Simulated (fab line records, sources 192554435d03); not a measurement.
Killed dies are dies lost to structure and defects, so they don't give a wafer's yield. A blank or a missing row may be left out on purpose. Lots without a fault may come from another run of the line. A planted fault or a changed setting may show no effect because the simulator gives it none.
Chamber matching | flow n5_finfet | N5_PMOS_HMC_CHANNEL_EPI_STRIP_33 on rie_diel-04: 4 sister chambers
The step strips in N2/H2. 8 wafers are shown with their chamber, then 7 later ones without.

WAFERS WITH THEIR CHAMBER
wafer  | chamber | showerhead_plenum_p_Torr (Torr) | throttle_valve_pct (%)
L443.1 | 2       | 3.36                            | 19.10
L443.2 | 0       | 3.57                            | 18.65
L443.5 | 3       | 3.37                            | 18.93
L446.1 | 2       | 3.36                            | 19.10
L446.3 | 0       | 3.57                            | 18.65
L446.4 | 1       | 3.38                            | 19.17
L448.1 | 3       | 3.36                            | 18.92
L448.2 | 1       | 3.38                            | 19.18

WAFERS WITHOUT THEIR CHAMBER
wafer  | showerhead_plenum_p_Torr (Torr) | throttle_valve_pct (%)
L448.6 | 3.36                            | 18.93
L452.1 | 3.35                            | 19.14
L452.2 | 3.36                            | 18.94
L452.4 | 3.56                            | 18.68
L453.1 | 3.35                            | 19.12
L453.2 | 3.36                            | 18.93
L453.4 | 3.56                            | 18.69

WHICH CHAMBER EACH WENT THROUGH
wafer  | from the rows above | in truth
L448.6 | 3                   | 3
L452.1 | 2                   | 2
L452.2 | 3                   | 3
L452.4 | 0                   | 0
L453.1 | 2                   | 2
L453.2 | 3                   | 3
L453.4 | 0                   | 0
Placed correctly: 7 of 7. Can't be placed from these rows: 0. Placed wrongly: 0.
How it was worked out, from the rows above alone: a wafer's distance from a chamber is the root of the sum, over the readings, of the square of ((its reading less the chamber's mean) divided by the reading's scatter). The wafer belongs to the nearest chamber; if the next one is less than 2 further off, it can't be placed. A chamber's mean is the mean of its shown wafers. The scatter: the root of (the sum of the squares of (reading less its chamber's mean) over the shown wafers, divided by (wafers less chambers)).
